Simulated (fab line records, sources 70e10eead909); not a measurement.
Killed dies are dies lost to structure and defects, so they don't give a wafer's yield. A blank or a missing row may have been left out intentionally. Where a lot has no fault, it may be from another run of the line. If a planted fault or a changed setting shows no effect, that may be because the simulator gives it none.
Matching of chambers | flow nandHarc | NHARC_A_CHANNEL_FILL_D1_ALD_25 on aldHk-01: 4 sister chambers
The step deposits SiOx, target thk 60 nm, pulse time 10 s, ald cycles 600. 20 wafers are shown with their chamber, then 10 later ones without.

== EACH WAFER AND ITS CHAMBER ==
wafer  | chamber | heaterPowerOuterW (W) | heaterPowerW (W) | precursorPulseHeightRel
L077.2 | 0       | 266                   | 486              | 1.024
L077.1 | 2       | 246                   | 413              | 1.001
L077.5 | 1       | 235                   | 436              | 0.971
L080.1 | 0       | 265                   | 486              | 0.967
L080.3 | 1       | 238                   | 431              | 0.992
L080.5 | 0       | 272                   | 495              | 0.978
L082.4 | 3       | 198                   | 368              | 1.011
L082.3 | 2       | 243                   | 417              | 1.008
L082.6 | 3       | 195                   | 358              | 0.982
L084.1 | 2       | 244                   | 413              | 0.987
L084.5 | 1       | 228                   | 418              | 0.995
L084.6 | 0       | 270                   | 485              | 1.013
L085.1 | 1       | 227                   | 418              | 0.998
L085.4 | 2       | 243                   | 427              | 0.975
L085.6 | 2       | 240                   | 416              | 1.019
L087.3 | 0       | 277                   | 490              | 0.974
L087.4 | 2       | 242                   | 419              | 0.990
L087.6 | 3       | 195                   | 367              | 0.998
L088.2 | 3       | 194                   | 358              | 1.015
L088.3 | 2       | 245                   | 420              | 0.990

SIGNATURES (means of the wafers above)
reading                 | chamber 0 | chamber 1 | chamber 2 | chamber 3 | scatter within a chamber
heaterPowerOuterW       | 270.00    | 232.00    | 243.29    | 195.50    | 3.64
heaterPowerW            | 488.40    | 425.75    | 417.86    | 362.75    | 5.88
precursorPulseHeightRel | 0.99120   | 0.98900   | 0.99571   | 1.00150   | 0.0177
Rule: for each reading, subtract the chamber's mean from the wafer's reading, divide by that reading's scatter and square the result; add these up over the readings and take the root, which gives the wafer's distance from the chamber. The wafer belongs to the nearest chamber; if the next one is less than 2 further off, it can't be placed. The scatter: take each reading less its chamber's mean, square it, sum over the shown wafers, divide by the number of wafers less the number of chambers, and take the root.

== WAFERS WITHOUT THEIR CHAMBER ==
wafer  | heaterPowerOuterW (W) | heaterPowerW (W) | precursorPulseHeightRel
L088.5 | 269                   | 489              | 0.997
L091.2 | 233                   | 407              | 1.002
L091.5 | 244                   | 425              | 0.969
L091.6 | 202                   | 359              | 0.985
L094.1 | 246                   | 430              | 0.992
L094.3 | 195                   | 364              | 0.976
L094.5 | 237                   | 426              | 1.011
L096.4 | 277                   | 482              | 0.993
L096.1 | 196                   | 357              | 0.980
L096.2 | 243                   | 431              | 1.007

== EACH ONE'S CHAMBER ==
wafer  | from the rows above     | in truth
L088.5 | 0                       | 0
L091.2 | can't be placed: 1 or 2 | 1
L091.5 | can't be placed: 2 or 1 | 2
L091.6 | 3                       | 3
L094.1 | can't be placed: 2 or 1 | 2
L094.3 | 3                       | 3
L094.5 | can't be placed: 1 or 2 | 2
L096.4 | 0                       | 0
L096.1 | 3                       | 3
L096.2 | can't be placed: 2 or 1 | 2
Placed correctly: 5 of 10. Not placeable from these rows: 5 (in 5, the candidates include the true chamber). Wrongly placed: 0.
